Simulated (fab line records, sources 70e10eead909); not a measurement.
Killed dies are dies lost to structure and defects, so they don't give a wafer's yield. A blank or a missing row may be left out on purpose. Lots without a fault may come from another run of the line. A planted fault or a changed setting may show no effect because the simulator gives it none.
A struck lot beside a sound one | flow nand_harc | 12 steps out of a route of 1302
Sound: wafers L383.3, L383.4, L383.5. Struck: wafer L374.2. (L374.1, L374.4 of the same lot were not struck and are left out.) The cause comes at the end.
At each step with rows: each side's tool, then ch and its chambers, then its first start. Under that, the readings that differ: sound wafers | struck wafers | difference of the means | sigmas: that difference in standard deviations of wafers without a fault.
alike: readings whose means differ by less than 2 such deviations, and words and numbers that are the same on both sides. not compared: withheld readings, readings that some wafer has no value for, bounds like >300 that may hide the same value, and numbers for which the record gives no deviation and whose values overlap.
The two part at a step that has a row with sigmas, a row that says differs or no value, or rows on one side only. Numbers that don't overlap but have no deviation are shown without sigmas and don't part them. A reading that every wafer of one side lacks parts them only if that side has two wafers or more.

NHARC_A_WL_FILL_RTA_01: time 5 s.
  sound on rtp_anneal-02 ch 0, day 26 11:29; struck on rtp_anneal-01 ch 0, day 22 21:20
  reading             | sound          | struck | difference | sigmas
  lamp_power_pct (%)  | 30.0 30.1 30.1 | 27.4   | -2.7       | -2
  lamp_zone_1_pct (%) | 30.1 30.1 30.1 | 27.4   | -2.7       | -2
  lamp_zone_4_pct (%) | 30.1 30.0 30.1 | 27.4   | -2.7       | -2
  alike: wafer_temp_C_max
NHARC_A_WL_FILL_ALD_02: deposits TiN, target thk 2 nm, pulse time 3 s, ald cycles 100.
  sound on ald_metal-01 ch 1,3, day 26 11:41; struck on ald_metal-02 ch 1, day 22 21:32
  alike: heater_power_w, precursor_pulse_height_rel
  not compared: ald_cycles
NHARC_A_WL_FILL_CVD_03: deposits W, target thk 40 nm, time 279 s.
  sound on cvd_w-02 ch 0,1, day 26 12:10; struck on cvd_w-02 ch 0, day 22 21:59
  alike: chamber_pressure_Torr, heater_power_w, throttle_valve_pct
NHARC_A_WL_FILL_ETCHBACK_04: etches the open film in NF3, target depth 60 nm, time 120 s.
  sound on rie_metal-03 ch 0,1, day 26 12:31; struck on rie_metal-02 ch 1, day 22 22:20
  reading                | sound | struck | difference                   | sigmas
  rf_hours_counter_h (h) | - - - | 1.1    | no value on the sound wafers |
  alike: drypump_motor_current_A, oes_product_au
NHARC_A_WL_FILL_ETCHBACK_05: etches the open film in Cl2/BCl3, target depth 22 nm, time 60 s.
  sound on rie_metal-03 ch 0,1, day 26 12:42; struck on rie_metal-02 ch 0, day 22 22:35
  reading                | sound | struck | difference                   | sigmas
  rf_hours_counter_h (h) | - - - | 1.2    | no value on the sound wafers |
  alike: drypump_motor_current_A, oes_product_au, temp_c
then, 5 steps without rows for these wafers: NHARC_A_WL_FILL_STRIP_27 (strips in N2/H2, time 20 s); NHARC_A_WL_FILL_STRIP_28 (strips in post etch residue remover, time 1200 s); NHARC_A_WL_FILL_PRECLEAN_06 (cleans in DIW, time 300 s); NHARC_A_WL_FILL_SRD_07; NHARC_A_WL_FILL_ANNEAL_08 (time 1800 s).
NHARC_A_WL_FILL_ALD_10: deposits SiO2, target thk 50 nm, pulse time 10 s, ald cycles 500.
  sound on ald_hk-03 ch 0,2, day 26 21:23; struck on ald_hk-03 ch 3, day 23 06:49
  reading    | sound       | struck | difference | sigmas
  ald_cycles | 500 500 500 | 566    | +66        |
  alike: heater_power_w, precursor_pulse_height_rel
then, 1 step without rows for these wafers: NHARC_A_WL_FILL_ETCHBACK_16 (etches the open film in C4F8/O2/Ar, target depth 120 nm, time 24 s).

WHERE THEY PART
First at NHARC_A_WL_FILL_RTA_01; last, within this record, at NHARC_A_WL_FILL_ETCHBACK_05. Later steps at which nothing parts them and some readings are alike: NHARC_A_WL_FILL_ALD_10.

WHY: what the simulator had put in
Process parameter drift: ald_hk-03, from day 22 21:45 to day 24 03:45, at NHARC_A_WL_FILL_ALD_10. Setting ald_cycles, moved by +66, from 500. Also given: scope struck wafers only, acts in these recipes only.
